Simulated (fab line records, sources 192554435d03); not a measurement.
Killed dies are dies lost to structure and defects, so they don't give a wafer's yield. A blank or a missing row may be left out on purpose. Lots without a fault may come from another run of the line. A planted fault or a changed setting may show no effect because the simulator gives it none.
Chamber matching | flow n5_finfet | N5_BEOL_M10_ALD_74 on ald_metal-03: 4 sister chambers
The step deposits TaN, target thk 2 nm, pulse time 2 s, purge time 3 s. 8 wafers are shown with their chamber, then 7 later ones without.

WAFERS WITH THEIR CHAMBER
wafer  | chamber | heater_power_w (W)
L079.1 | 3       | 434
L081.5 | 3       | 443
L083.4 | 0       | 357
L084.4 | 0       | 345
L084.5 | 1       | 430
L084.6 | 2       | 436
L086.2 | 1       | 436
L086.3 | 2       | 415

WAFERS WITHOUT THEIR CHAMBER
wafer  | heater_power_w (W)
L086.4 | 445
L087.2 | 353
L087.3 | 447
L087.4 | 418
L091.2 | 431
L091.4 | 356
L091.5 | 429

WHICH CHAMBER EACH WENT THROUGH
wafer  | from the rows above          | in truth
L086.4 | can't be placed: 3 or 1 or 2 | 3
L087.2 | 0                            | 0
L087.3 | can't be placed: 3 or 1 or 2 | 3
L087.4 | can't be placed: 2 or 1 or 3 | 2
L091.2 | can't be placed: 1 or 2 or 3 | 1
L091.4 | 0                            | 0
L091.5 | can't be placed: 2 or 1 or 3 | 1
Placed correctly: 2 of 7. Can't be placed from these rows: 5 (the true chamber is among the candidates in 5). Placed wrongly: 0.
How it was worked out, from the rows above alone: a wafer's distance from a chamber is the root of the sum, over the readings, of the square of ((its reading less the chamber's mean) divided by the reading's scatter). The wafer belongs to the nearest chamber; if the next one is less than 2 further off, it can't be placed. A chamber's mean is the mean of its shown wafers. The scatter: the root of (the sum of the squares of (reading less its chamber's mean) over the shown wafers, divided by (wafers less chambers)).
